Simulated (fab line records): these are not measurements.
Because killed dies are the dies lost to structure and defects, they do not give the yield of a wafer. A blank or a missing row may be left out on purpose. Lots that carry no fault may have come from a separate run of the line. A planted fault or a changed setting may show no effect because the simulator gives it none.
Matching of chambers	flow n5Finfet	aldSin-02 running N5_ILD0_LINER_00: 4 sister chambers
The step material SiNx, target thk 4 nm, pulse time 1 s, purge time 2 s. 4 wafers are shown with their chamber, then 10 later ones without.

== WAFERS, EACH WITH ITS CHAMBER ==
wafer	chamber	heaterPowerW (W)
L079.6	1	1130
L080.3	3	849
L085.3	2	789
L085.4	0	965

== WAFERS WITHOUT THEIR CHAMBER ==
wafer	heaterPowerW (W)
L085.6	796
L091.2	957
L091.3	794
L091.4	1115
L096.1	1144
L096.3	942
L096.4	880
L097.2	794
L097.5	1157
L097.6	955

== WHICH CHAMBER EACH ONE RAN IN ==
wafer	from the rows above	in truth
L085.6	2	2
L091.2	0	0
L091.3	2	2
L091.4	1	1
L096.1	1	1
L096.3	0	0
L096.4	3	3
L097.2	2	2
L097.5	1	1
L097.6	0	0
Placed correctly: 10 of 10. From these rows, 0 cannot be placed. 0 placed wrongly.
How it was worked out, from the rows above alone: a wafer's distance from a chamber is the root of the sum, over the readings, of the square of ((its reading less the chamber's mean) divided by the reading's scatter). The wafer belongs to the nearest chamber; if the next one is less than 2 further off, it can't be placed. For every chamber, the mean is computed from those of its wafers that are shown. The scatter: with one shown wafer a chamber, the root of the mean of the squares of how far each hidden wafer lies from its nearest shown one.
